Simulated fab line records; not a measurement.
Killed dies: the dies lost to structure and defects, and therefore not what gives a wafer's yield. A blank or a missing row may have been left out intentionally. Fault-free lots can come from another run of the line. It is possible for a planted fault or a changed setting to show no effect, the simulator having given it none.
Which tool did it?    flow n5 finfet    11 lots with 33 wafers sampled at 2 steps, on a route of 1938 steps

WHAT THE GAUGES READ, wafer by wafer
N5_BEOL_M12_INSPECT_12: inspects for defects (macro). Usual: 1.9 for raw defect count, sd 1.4.
lot   measured      on                 raw defect count  flag
L765  day 10 03:08  defect inspect-01  4 0 1             
L766  day 10 20:57  defect inspect-02  0 0 1             
L772  day 11 22:12  defect inspect-02  1 3 5             
L771  day 12 05:12  defect inspect-02  3 1 1             
L776  day 13 04:17  defect inspect-02  5 1 3             
L779  day 14 03:27  defect inspect-01  2 2 1             
L778  day 14 04:01  defect inspect-02  3 5 2             
L780  day 14 15:17  defect inspect-01  1 1 2             
L785  day 15 13:25  defect inspect-01  1 1 1             
L786  day 15 23:44  defect inspect-01  4 3 3             
L788  day 16 06:16  defect inspect-01  0 3 3             

EACH LOT AND THE TOOL THAT RAN IT (in order: tool; ch and the chambers of the sampled wafers; start)
lot   N5_BEOL_M11_ANNEAL_51
L765  rtp anneal-01 ch 0, day 10 01:45
L766  rtp anneal-01 ch 0, day 10 19:32
L772  rtp anneal-02 ch 0, day 11 20:51
L771  rtp anneal-02 ch 0, day 12 03:50
L776  rtp anneal-02 ch 0, day 13 02:59
L779  rtp anneal-02 ch 0, day 14 02:11
L778  rtp anneal-01 ch 0, day 14 02:37
L780  rtp anneal-02 ch 0, day 14 13:53
L785  rtp anneal-01 ch 0, day 15 12:02
L786  rtp anneal-02 ch 0, day 15 22:20
L788  rtp anneal-02 ch 0, day 16 04:35
- N5_BEOL_M11_ANNEAL_51: time 90 s.

WHAT THE TOOLS THEMSELVES READ (means of the sampled wafers that have a number; where no wafer has one, the mark that the record gives instead)
N5_BEOL_M11_ANNEAL_51. Usual: 225.90 for wafer_temp_C_max, sd 0.23.
lot   tool           wafer_temp_C_max  flag
L765  rtp anneal-01  225.84            
L766  rtp anneal-01  225.73            
L772  rtp anneal-02  225.79            
L771  rtp anneal-02  225.85            
L776  rtp anneal-02  226.00            
L779  rtp anneal-02  226.05            
L778  rtp anneal-01  225.85            
L780  rtp anneal-02  225.93            
L785  rtp anneal-01  225.76            
L786  rtp anneal-02  225.72            
L788  rtp anneal-02  226.10            

THE ANSWER, worked out from the rows above alone
Rule: take the mean of a lot's wafers that have a number; if it is more than 3 standard deviations from the usual mean, the lot is off. A lot without any number at a reading at which 4 lots or more have one is off too. Any other lot the step has rows for is counted as sound. The gauges are gone through in route order, then the tools' own readings, and for those a lot's mean is taken as printed above. At the first step where some lot is off, the reading lying furthest off is the one used; lots without a number count as furthest.
None of the lots is off at any reading shown; this tells nothing.

WHAT WAS PUT IN BY THE SIMULATOR
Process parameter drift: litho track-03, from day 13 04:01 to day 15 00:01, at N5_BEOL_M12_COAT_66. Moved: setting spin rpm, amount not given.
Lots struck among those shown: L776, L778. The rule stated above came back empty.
